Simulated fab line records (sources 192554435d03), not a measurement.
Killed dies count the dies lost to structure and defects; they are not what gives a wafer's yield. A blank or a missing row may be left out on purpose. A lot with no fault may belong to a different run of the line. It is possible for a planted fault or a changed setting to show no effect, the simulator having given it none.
fab line records	flow n5-finfet	part 1 of 2: steps 1 to 17 of 23
record: lots: 5	wafers: 15	last-day: 13
route steps=1938 shown BEOL_M8@1349
lots untouched by any fault: they come from a run of this same line in which no faults occurred
start-h: hours from the record's first day to the start of the lot's first wafer shown	wait-h: time in hours since the lot's previous step	" repeats the value in the row above	L1.1+2: a single row standing in for several wafers	- either no value or no given start	* or withheld: withheld	< > ~ a bound
route shown NAME@n: a module of which the file shows steps, and the number in the route of the first	usual: the fault-free wafers' mean and standard deviation	same: alike in all rows	chamber/n: place in a boat	sites: per-site readings	_std_site: the standard deviation of these	_edge_site: the outer-site mean with the inner-site mean subtracted	radius-mm: how far each site lies from the wafer's centre	mask NAME#n: copy n	behind: the most recent tool/chamber to have shaped the wafer	hold: reason for holding the lot/hours on hold/outcome of the hold	device: the n, p or np transistor that did not switch	end of line: the same wafers' tests at the end of the route	a step without rows: its recipe alone	killed: dies that structure and defects cost at the first sort, which is not the same as the wafer's yield	map: dies across one wafer; x = killed, . = not, _ = none there
set.NAME: the run value of the setting; set.NAME@STEP: its run value at that earlier step	model.NAME: the simulator's own value behind a step, which no gauge read
lots at some steps of the route; a table a step, a row a wafer
services: when a tool's chamber went out of use (start-h, in hours from the record's first day, below 0 if earlier), for how many hours, and the reason
== steps ==
step: N5_BEOL_M8_ETCH_61
recipe: chemistry: CF4	target: SiARC	target-depth-a: 455	mask-material: CAR-ArF	time-s: 75.8	ion-energy-ev: 80	pressure-mtorr: 40	source-w: 545	bias-w: 36	Ar_flow_sccm: 100	cf4-flow-sccm: 100	ends: cleared
usual: drypump-motor-current-A: 5.8/0.36	etch-rf-on-time-s: 75.3/1	oes-product-au: 0.72/0.065	rf-vpp-V: 184.1/1.2	showerhead-plenum-p-Torr: 2.16/0.077	throttle-valve-pct: 15.57/0.26
lot.wafer	tool	chamber	start-h	wait-h	drypump-motor-current-A	etch-rf-on-time-s	oes-product-au	rf-hours-counter-h	rf-vpp-V	showerhead-plenum-p-Torr	throttle-valve-pct
L076.1	rie-diel-06	2	208.32	0.0	6.3	77.1	0.77	24	185.1	2.27	15.25
L076.3	"	0	"	"	5.7	75.7	0.81	13	185.3	2.27	15.46
L076.4	"	1	"	"	5.2	75.2	0.62	-	187.4	2.21	16.04
L077.2	rie-diel-06	2	208.58	0.0	6.3	76.7	0.77	25	184.5	2.27	15.24
L077.3	"	0	"	"	5.7	75.5	0.81	13	185.4	2.27	15.46
L077.6	"	0	"	"	5.7	76.1	0.81	-	184.5	2.27	15.46
L080.1	rie-diel-05	1	232.48	0.0	5.5	73.5	0.81	18	183.2	2.11	15.37
L080.5	"	1	"	"	5.4	73.0	0.82	-	183.0	2.10	15.39
L080.6	"	2	"	"	6.0	75.3	0.57	-	184.7	2.19	16.05
L081.2	rie-diel-02	3	235.87	0.0	6.6	76.6	0.65	118	185.0	2.24	15.50
L081.5	"	0	"	"	6.1	76.5	0.76	-	180.8	2.09	15.34
L081.6	"	1	"	"	5.6	76.7	0.76	-	184.7	2.09	15.35
L084.2	rie-diel-05	0	247.52	0.0	5.7	74.6	0.71	81	185.1	2.25	15.95
L084.3	"	1	"	"	5.5	72.8	0.80	24	184.3	2.10	15.39
L084.4	"	3	"	"	5.7	75.0	0.76	-	182.7	2.10	15.46
step: N5_BEOL_M8_ETCH_62
recipe: chemistry: N2/H2	target: SOC	target-depth-a: 1100	overetch-a: 220	mask-material: SiARC	temp-c: 40	time-s: 165	ion-energy-ev: 200	pressure-mtorr: 30	source-w: 840	bias-w: 150	n2-flow-sccm: 200	h2-flow-sccm: 200
usual: drypump-motor-current-A: 5.8/0.37	oes-product-au: 0.71/0.063	rf-vpp-V: 524.3/2.8	showerhead-plenum-p-Torr: 2.56/0.096	throttle-valve-pct: 17.81/0.21
lot.wafer	tool	chamber	start-h	wait-h	drypump-motor-current-A	oes-product-au	rf-hours-counter-h	rf-vpp-V	showerhead-plenum-p-Torr	throttle-valve-pct
L076.1	rie-diel-06	2	208.38	0.0	6.3	0.77	24	528.6	2.72	17.53
L076.3	"	0	"	"	5.7	0.81	13	529.0	2.71	17.68
L076.4	"	1	"	"	5.2	0.61	-	525.4	2.62	18.09
L077.2	rie-diel-06	2	208.63	0.0	6.3	0.77	25	528.8	2.72	17.54
L077.3	"	0	"	"	5.7	0.80	13	527.7	2.71	17.69
L077.6	"	0	"	"	5.7	0.80	-	527.7	2.71	17.68
L080.1	rie-diel-05	1	232.54	0.0	5.5	0.79	18	522.0	2.49	17.68
L080.5	"	1	"	"	5.5	0.79	-	522.7	2.49	17.67
L080.6	"	2	"	"	6.0	0.58	-	525.2	2.61	18.15
L081.2	rie-diel-02	3	235.92	0.0	6.6	0.66	118	528.6	2.67	17.66
L081.5	"	0	"	"	6.1	0.75	-	521.4	2.50	17.78
L081.6	"	1	"	"	5.7	0.77	-	523.1	2.50	17.60
L084.2	rie-diel-05	0	247.57	0.0	5.8	0.69	81	527.0	2.69	18.22
L084.3	"	1	"	"	5.5	0.79	24	523.0	2.49	17.68
L084.4	"	3	"	"	5.7	0.75	-	522.8	2.48	17.68
step: N5_BEOL_M8_STRIP_68
recipe: chemistry: N2/H2	temp-c: 40	n2-flow-sccm: 200	h2-flow-sccm: 200	rf-frequency-hz: 6e+07
lot.wafer	tool	chamber	start-h	wait-h
L076.1+3+4	rie-diel-06	2,0,1	208.51	0.1
L077.2+3+6	rie-diel-06	2,0,0	208.77	0.1
L080.1+5+6	rie-diel-05	1,1,2	232.67	0.1
L081.2+5+6	rie-diel-02	3,0,1	236.06	0.1
L084.2+3+4	rie-diel-05	0,1,3	247.71	0.1
step: N5_BEOL_M8_STRIP_67
recipe: chemistry: CF4	resist: SiARC	power-w: 300	bias-power-w: 75	pressure-mtorr: 50	cf4-flow-sccm: 150	rf-frequency-hz: 6e+07
usual: drypump-motor-current-A: 5.8/0.37	oes-product-au: 0.84/0.075	rf-vpp-V: 271.4/1.7	showerhead-plenum-p-Torr: 1.81/0.066	throttle-valve-pct: 13.52/0.27
lot.wafer	tool	chamber	start-h	wait-h	drypump-motor-current-A	oes-product-au	rf-hours-counter-h	rf-vpp-V	showerhead-plenum-p-Torr	throttle-valve-pct
L076.1	rie-diel-06	2	208.52	0.0	6.3	0.90	25	273.5	1.91	13.22
L076.3	"	0	"	"	5.7	0.94	13	273.0	1.90	13.42
L076.4	"	1	"	"	5.2	0.72	-	271.6	1.85	14.03
L077.2	rie-diel-06	2	208.78	0.0	6.3	0.91	25	273.0	1.91	13.22
L077.3	"	0	"	"	5.7	0.94	13	275.3	1.90	13.41
L077.6	"	0	"	"	5.7	0.94	-	272.1	1.90	13.41
L080.1	rie-diel-05	1	232.68	0.0	5.5	0.94	18	270.8	1.76	13.27
L080.5	"	1	"	"	5.4	0.93	-	269.3	1.76	13.28
L080.6	"	2	"	"	6.0	0.68	-	270.3	1.84	14.04
L081.2	rie-diel-02	3	236.07	0.0	6.6	0.76	118	273.7	1.88	13.49
L081.5	"	0	"	"	6.1	0.89	-	270.8	1.75	13.26
L081.6	"	1	"	"	5.6	0.89	-	270.7	1.75	13.26
L084.2	rie-diel-05	0	247.72	0.0	5.7	0.81	81	273.7	1.89	13.90
L084.3	"	1	"	"	5.5	0.92	24	271.0	1.76	13.31
L084.4	"	3	"	"	5.7	0.89	-	271.0	1.76	13.40
step: N5_BEOL_M8_HM_OPEN_17
recipe: chemistry: Cl2/BCl3	target-depth-a: 200	overetch-a: 60	target: TiN	mask-material: SOC	ion-energy-ev: 150	pressure-mtorr: 10	icp-w: 1000	bias-w: 126	Cl2_flow_sccm: 53.25	bcl3-flow-sccm: 21.75	Ar_flow_sccm: 25
usual: drypump-motor-current-A: 5.8/0.57	oes-product-au: 0.65/0.099	throttle-valve-pct: 22.11/0.24
lot.wafer	tool	chamber	start-h	wait-h	drypump-motor-current-A	oes-product-au	rf-hours-counter-h	throttle-valve-pct
L076.1	rie-metal-03	0	208.56	0.0	5.5	0.54	106	22.43
L076.3	"	1	"	"	5.7	0.51	-	22.35
L076.4	"	0	"	"	5.4	0.54	-	22.45
L077.2	rie-metal-03	1	208.82	0.0	5.7	0.52	127	22.32
L077.3	"	1	"	"	5.7	0.52	-	22.33
L077.6	"	0	"	"	5.5	0.54	-	22.45
L080.1	rie-metal-03	0	232.73	0.0	5.4	0.55	110	22.43
L080.5	"	1	"	"	5.7	0.53	-	22.35
L080.6	"	0	"	"	5.4	0.54	-	22.44
L081.2	rie-metal-01	0	236.14	0.1	6.8	0.67	-	21.84
L081.5	"	0	"	"	6.8	0.67	-	21.85
L081.6	"	0	"	"	6.8	0.67	-	21.83
L084.2	rie-metal-01	0	247.76	0.0	6.8	0.66	38	21.85
L084.3	"	0	"	"	6.7	0.66	-	21.84
L084.4	"	1	"	"	5.2	0.84	-	22.10
step: N5_BEOL_M8_STRIP_19
recipe: chemistry: O2	power-w: 400	temp-c: 40	pressure-mtorr: 30	rf-frequency-hz: 6e+07	bias-power-w: 0	overash-fraction: 0.2	o2-flow-sccm: 225
usual: drypump-motor-current-A: 5.8/0.37	oes-product-au: 0.85/0.078	rf-vpp-V: 3.7/0.56	showerhead-plenum-p-Torr: 2.12/0.079	throttle-valve-pct: 16.62/0.25
lot.wafer	tool	chamber	start-h	wait-h	drypump-motor-current-A	oes-product-au	rf-hours-counter-h	rf-vpp-V	showerhead-plenum-p-Torr	throttle-valve-pct
L076.1	rie-diel-06	1	208.80	0.2	5.2	0.72	211	3.7	2.16	17.05
L076.3	"	2	"	"	6.3	0.91	25	3.6	2.22	16.28
L076.4	"	1	"	"	5.1	0.72	-	3.7	2.16	17.06
L077.2	rie-diel-06	2	209.10	0.3	6.3	0.92	25	3.9	2.22	16.29
L077.3	"	0	"	"	5.7	0.94	13	3.6	2.23	16.53
L077.6	"	2	"	"	6.3	0.92	-	4.1	2.22	16.26
L080.1	rie-diel-02	2	232.84	0.1	5.7	0.74	152	3.0	2.01	16.95
L080.5	"	0	"	"	6.1	0.89	-	2.9	2.04	16.43
L080.6	"	1	"	"	5.6	0.88	-	4.2	2.05	16.43
L081.2	rie-diel-02	0	236.42	0.3	6.1	0.89	33	3.8	2.04	16.42
L081.5	"	3	"	"	6.6	0.76	-	4.2	2.20	16.55
L081.6	"	0	"	"	6.2	0.89	-	3.3	2.04	16.38
L084.2	rie-diel-02	1	247.90	0.1	5.6	0.88	34	3.3	2.05	16.42
L084.3	"	0	"	"	6.1	0.88	38	3.5	2.04	16.43
L084.4	"	3	"	"	6.6	0.76	122	4.8	2.20	16.56
step: N5_BEOL_M8_CD_MEAS_18
recipe: pitch-nm: 80	target-cd-nm: 40
usual: cd-nm: 39.9/0.43
lot.wafer	tool	chamber	start-h	wait-h	cd-nm
L076.1	cd-sem-03	-	208.87	0.0	40.0
L076.3	"	-	"	"	39.8
L076.4	"	-	"	"	40.5
L077.2	cd-sem-01	-	209.17	0.1	40.2
L077.3	"	-	"	"	40.0
L077.6	"	-	"	"	40.4
L080.1	cd-sem-02	-	232.91	0.0	39.5
L080.5	"	-	"	"	39.9
L080.6	"	-	"	"	39.2
L081.2	cd-sem-01	-	236.49	0.1	40.0
L081.5	"	-	"	"	39.7
L081.6	"	-	"	"	40.0
L084.2	cd-sem-02	-	247.97	0.1	40.0
L084.3	"	-	"	"	40.1
L084.4	"	-	"	"	39.9
step: N5_BEOL_M8_COAT_63
recipe: resist: SOC	temp-c: 250	time-s: 60	spin-rpm: 1500	resist-thk-nm: 60
usual: chill-plate-temp-C: 23.00/0.098	exhaust-pa: 44.8/0.9	heater-power-total-W: 500.1/1.8	spin-speed-rpm: 1499.9/1
lot.wafer	tool	chamber	start-h	wait-h	chill-plate-temp-C	exhaust-pa	heater-power-total-W	spin-speed-rpm
L076.1	litho-track-03	0	210.86	2.0	22.97	45.5	501.6	1500.1
L076.3	"	0	"	"	23.14	44.4	501.7	1499.5
L076.4	"	0	"	"	23.08	44.4	503.2	1499.8
L077.2	litho-track-04	0	210.86	1.7	23.14	43.5	497.5	1501.7
L077.3	"	0	"	"	23.01	44.9	498.0	1502.0
L077.6	"	0	"	"	22.97	44.2	502.9	1500.4
L080.1	litho-track-02	0	234.96	2.1	23.17	45.4	497.7	1499.9
L080.5	"	0	"	"	23.15	45.1	499.5	1499.2
L080.6	"	0	"	"	23.22	43.5	497.5	1500.9
L081.2	litho-track-02	0	236.63	0.1	23.00	43.9	501.8	1501.1
L081.5	"	0	"	"	23.04	44.1	497.5	1500.9
L081.6	"	0	"	"	22.96	45.1	497.6	1500.9
L084.2	litho-track-04	0	250.46	2.5	23.19	44.7	500.5	1498.1
L084.3	"	0	"	"	23.01	45.4	500.6	1501.4
L084.4	"	0	"	"	23.12	46.2	498.4	1499.6
step: N5_BEOL_M8_COAT_64
recipe: resist: SiARC	temp-c: 220	time-s: 60	spin-rpm: 1500	resist-thk-nm: 12
usual: chill-plate-temp-C: 23.00/0.1	exhaust-pa: 44.9/0.86	heater-power-total-W: 427.6/2.1	spin-speed-rpm: 1500.0/1.1
lot.wafer	tool	chamber	start-h	wait-h	chill-plate-temp-C	exhaust-pa	heater-power-total-W	spin-speed-rpm
L076.1	litho-track-03	0	-	-	23.04	44.9	429.4	1498.0
L076.3	"	0	"	"	23.08	44.5	425.1	1499.3
L076.4	"	0	"	"	22.93	44.7	430.0	1500.9
L077.2	litho-track-04	0	-	-	22.79	46.3	430.0	1499.7
L077.3	"	0	"	"	23.05	45.3	428.4	1499.7
L077.6	"	0	"	"	22.91	45.4	429.5	1500.6
L080.1	litho-track-02	0	-	-	22.99	43.8	426.8	1499.2
L080.5	"	0	"	"	23.07	44.1	424.3	1500.0
L080.6	"	0	"	"	23.02	44.5	428.9	1499.4
L081.2	litho-track-02	0	-	-	23.08	43.8	426.7	1500.2
L081.5	"	0	"	"	23.12	44.6	428.9	1499.3
L081.6	"	0	"	"	22.94	43.5	424.8	1499.1
L084.2	litho-track-04	0	-	-	22.94	44.8	430.0	1499.0
L084.3	"	0	"	"	22.89	45.7	426.5	1498.3
L084.4	"	0	"	"	23.06	45.2	424.1	1500.0
step: N5_BEOL_M8_COAT_71
recipe: resist: underlayer	temp-c: 205	time-s: 60	spin-rpm: 1500	resist-thk-nm: 5
usual: chill-plate-temp-C: 23.00/0.1	exhaust-pa: 44.8/0.95	heater-power-total-W: 391.7/1.3	spin-speed-rpm: 1500.1/1.1
lot.wafer	tool	chamber	start-h	wait-h	chill-plate-temp-C	exhaust-pa	heater-power-total-W	spin-speed-rpm
L076.1	litho-track-03	0	-	-	23.24	43.8	389.9	1500.5
L076.3	"	0	"	"	23.14	43.4	390.3	1502.1
L076.4	"	0	"	"	23.20	43.8	390.2	1503.1
L077.2	litho-track-04	0	-	-	23.17	44.2	391.4	1501.2
L077.3	"	0	"	"	22.99	46.1	393.2	1502.5
L077.6	"	0	"	"	22.99	44.1	390.8	1500.0
L080.1	litho-track-02	0	-	-	23.03	45.6	393.1	1499.8
L080.5	"	0	"	"	22.90	44.2	392.6	1498.4
L080.6	"	0	"	"	22.85	44.6	392.3	1498.1
L081.2	litho-track-02	0	-	-	22.84	44.6	389.8	1500.5
L081.5	"	0	"	"	22.98	44.7	389.6	1498.4
L081.6	"	0	"	"	23.05	44.4	390.1	1499.6
L084.2	litho-track-04	0	-	-	22.92	44.9	393.3	1501.1
L084.3	"	0	"	"	22.82	43.8	394.0	1500.7
L084.4	"	0	"	"	22.79	44.5	391.7	1502.2
step: N5_BEOL_M8_COAT_22
recipe: resist: CAR-EUV	spin-rpm: 1500	resist-thk-nm: 30
usual: chill-plate-temp-C: 23.00/0.093	exhaust-pa: 44.9/0.85	spin-speed-rpm: 1500.0/1.3
lot.wafer	tool	chamber	start-h	wait-h	chill-plate-temp-C	exhaust-pa	spin-speed-rpm
L076.1	litho-track-03	0	-	-	22.95	46.2	1499.6
L076.3	"	0	"	"	23.11	44.7	1500.2
L076.4	"	0	"	"	23.04	45.8	1498.5
L077.2	litho-track-04	0	-	-	22.98	44.6	1499.5
L077.3	"	0	"	"	23.00	47.5	1498.4
L077.6	"	0	"	"	23.05	46.3	1498.9
L080.1	litho-track-02	0	-	-	23.11	43.9	1500.5
L080.5	"	0	"	"	23.03	45.0	1500.5
L080.6	"	0	"	"	23.00	43.6	1500.8
L081.2	litho-track-02	0	-	-	23.05	44.9	1500.6
L081.5	"	0	"	"	22.81	43.8	1500.1
L081.6	"	0	"	"	22.96	45.7	1498.7
L084.2	litho-track-04	0	-	-	23.10	45.2	1501.0
L084.3	"	0	"	"	23.04	45.3	1498.2
L084.4	"	0	"	"	23.13	46.2	1499.9
step: N5_BEOL_M8_EBR_24
recipe: solvent: PGMEA	ebr-width-mm: 1.5
usual: chill-plate-temp-C: 23.01/0.12	exhaust-pa: 45.1/0.88
lot.wafer	tool	chamber	start-h	wait-h	chill-plate-temp-C	exhaust-pa
L076.1	litho-track-03	0	-	-	23.12	44.2
L076.3	"	0	"	"	23.04	43.4
L076.4	"	0	"	"	23.07	43.8
L077.2	litho-track-04	0	-	-	22.87	46.1
L077.3	"	0	"	"	22.95	44.6
L077.6	"	0	"	"	22.97	46.1
L080.1	litho-track-02	0	-	-	22.97	44.3
L080.5	"	0	"	"	22.99	45.1
L080.6	"	0	"	"	22.96	43.8
L081.2	litho-track-02	0	-	-	23.13	45.1
L081.5	"	0	"	"	23.12	46.0
L081.6	"	0	"	"	22.99	44.9
L084.2	litho-track-04	0	-	-	22.75	45.1
L084.3	"	0	"	"	22.88	44.7
L084.4	"	0	"	"	22.86	44.2
step: N5_BEOL_M8_SOFTBAKE_23
recipe: temp-c: 110	time-s: 60	resist: CAR-EUV
usual: chill-plate-temp-C: 23.00/0.086	exhaust-pa: 44.9/0.78	heater-power-total-W: 175.3/1.6
lot.wafer	tool	chamber	start-h	wait-h	chill-plate-temp-C	exhaust-pa	heater-power-total-W
L076.1	litho-track-03	0	-	-	22.98	45.7	175.6
L076.3	"	0	"	"	23.07	47.0	177.5
L076.4	"	0	"	"	23.12	45.6	175.5
L077.2	litho-track-04	0	-	-	23.06	44.9	174.7
L077.3	"	0	"	"	22.99	45.7	173.8
L077.6	"	0	"	"	23.01	46.7	177.2
L080.1	litho-track-02	0	-	-	23.04	44.4	177.4
L080.5	"	0	"	"	22.94	45.4	174.3
L080.6	"	0	"	"	23.01	45.1	175.9
L081.2	litho-track-02	0	-	-	23.03	45.5	177.2
L081.5	"	0	"	"	23.00	45.9	174.0
L081.6	"	0	"	"	22.89	46.1	173.0
L084.2	litho-track-04	0	-	-	23.04	44.4	173.4
L084.3	"	0	"	"	22.98	44.3	173.1
L084.4	"	0	"	"	23.19	45.2	177.6
step: N5_BEOL_M8_EXPOSE_25
recipe: mask-id: V7	na: 0.33	source-shape: annular	sigma-inner: 0.4	sigma-outer: 0.8	polarization: unpolarized	target-cd-nm: 40	dose-mj: 42.5
usual: stage-msd-nm: 0.83/0.061
lot.wafer	tool	chamber	start-h	wait-h	mask	stage-msd-nm
L076.1	euv-scanner-01	0	211.00	-	V7#0	0.93
L076.3	"	0	"	"	V7#0	0.93
L076.4	"	0	"	"	V7#0	0.93
L077.2	euv-scanner-02	0	211.17	-	V7#0	0.79
L077.3	"	0	"	"	V7#0	0.79
L077.6	"	0	"	"	V7#0	0.79
L080.1	euv-scanner-02	0	235.10	-	V7#0	0.80
L080.5	"	0	"	"	V7#0	0.80
L080.6	"	0	"	"	V7#0	0.79
L081.2	euv-scanner-01	0	236.90	-	V7#0	0.93
L081.5	"	0	"	"	V7#0	0.92
L081.6	"	0	"	"	V7#0	0.92
L084.2	euv-scanner-02	0	250.61	-	V7#0	0.80
L084.3	"	0	"	"	V7#0	0.80
L084.4	"	0	"	"	V7#0	0.79
step: N5_BEOL_M8_PEB_26
recipe: peb-temp-c: 100	peb-time-s: 60	resist: CAR-EUV
usual: chill-plate-temp-C: 23.00/0.096	exhaust-pa: 45.1/0.94	heater-power-total-W: 154.1/1.1
lot.wafer	tool	chamber	start-h	wait-h	chill-plate-temp-C	exhaust-pa	heater-power-total-W
L076.1	litho-track-03	0	211.06	0.1	22.99	44.7	155.4
L076.3	"	0	"	"	22.82	44.0	152.9
L076.4	"	0	"	"	22.97	44.1	153.1
L077.2	litho-track-04	0	211.23	0.1	22.80	45.5	152.6
L077.3	"	0	"	"	23.12	45.2	152.7
L077.6	"	0	"	"	23.00	44.5	155.4
L080.1	litho-track-02	0	235.16	0.1	23.03	44.6	154.0
L080.5	"	0	"	"	23.08	44.7	154.1
L080.6	"	0	"	"	23.09	45.5	155.8
L081.2	litho-track-02	0	236.96	0.1	22.92	45.6	152.6
L081.5	"	0	"	"	23.00	45.1	155.7
L081.6	"	0	"	"	23.05	45.9	155.3
L084.2	litho-track-03	0	250.66	0.1	22.79	46.0	153.1
L084.3	"	0	"	"	22.96	46.6	154.3
L084.4	"	0	"	"	23.03	45.1	155.7
step: N5_BEOL_M8_DEVELOP_27
recipe: develop-time-s: 30	developer: TMAH	resist: CAR-EUV	rinse-liquid: surfactant-rinse	dry: air-spin	dev-temp-c: 23
usual: chill-plate-temp-C: 23.00/0.091	developer-temp-C: 22.99/0.13	exhaust-pa: 44.9/0.9
lot.wafer	tool	chamber	start-h	wait-h	chill-plate-temp-C	developer-temp-C	exhaust-pa
L076.1	litho-track-03	0	-	-	23.04	23.04	43.6
L076.3	"	0	"	"	23.08	22.88	44.2
L076.4	"	0	"	"	22.87	22.89	44.2
L077.2	litho-track-04	0	-	-	22.96	23.01	46.1
L077.3	"	0	"	"	23.03	23.00	46.3
L077.6	"	0	"	"	23.06	22.97	43.4
L080.1	litho-track-02	0	-	-	22.99	23.26	44.8
L080.5	"	0	"	"	22.97	23.15	44.8
L080.6	"	0	"	"	23.08	22.99	44.9
L081.2	litho-track-02	0	-	-	23.06	23.15	45.6
L081.5	"	0	"	"	23.08	23.19	44.5
L081.6	"	0	"	"	23.03	22.84	44.6
L084.2	litho-track-03	0	-	-	23.02	22.78	45.4
L084.3	"	0	"	"	23.26	22.94	46.3
L084.4	"	0	"	"	23.18	23.01	45.3
step: N5_BEOL_M8_CD_MEAS_28
recipe: target-cd-nm: 40	landing-energy-ev: 500	detector: se-inlens
usual: cd-nm: 39.99/0.26
same: landing-energy-ev: 500
lot.wafer	tool	chamber	start-h	wait-h	cd-nm
L076.1	cd-sem-01	0	211.13	-	39.85
L076.3	"	0	"	"	40.27
L076.4	"	0	"	"	39.91
L077.2	cd-sem-03	0	211.30	-	40.36
L077.3	"	0	"	"	40.45
L077.6	"	0	"	"	39.71
L080.1	cd-sem-02	0	235.23	-	39.91
L080.5	"	0	"	"	40.21
L080.6	"	0	"	"	39.86
L081.2	cd-sem-02	0	237.03	-	39.97
L081.5	"	0	"	"	40.12
L081.6	"	0	"	"	40.59
L084.2	cd-sem-01	0	250.73	-	39.64
L084.3	"	0	"	"	40.16
L084.4	"	0	"	"	40.12
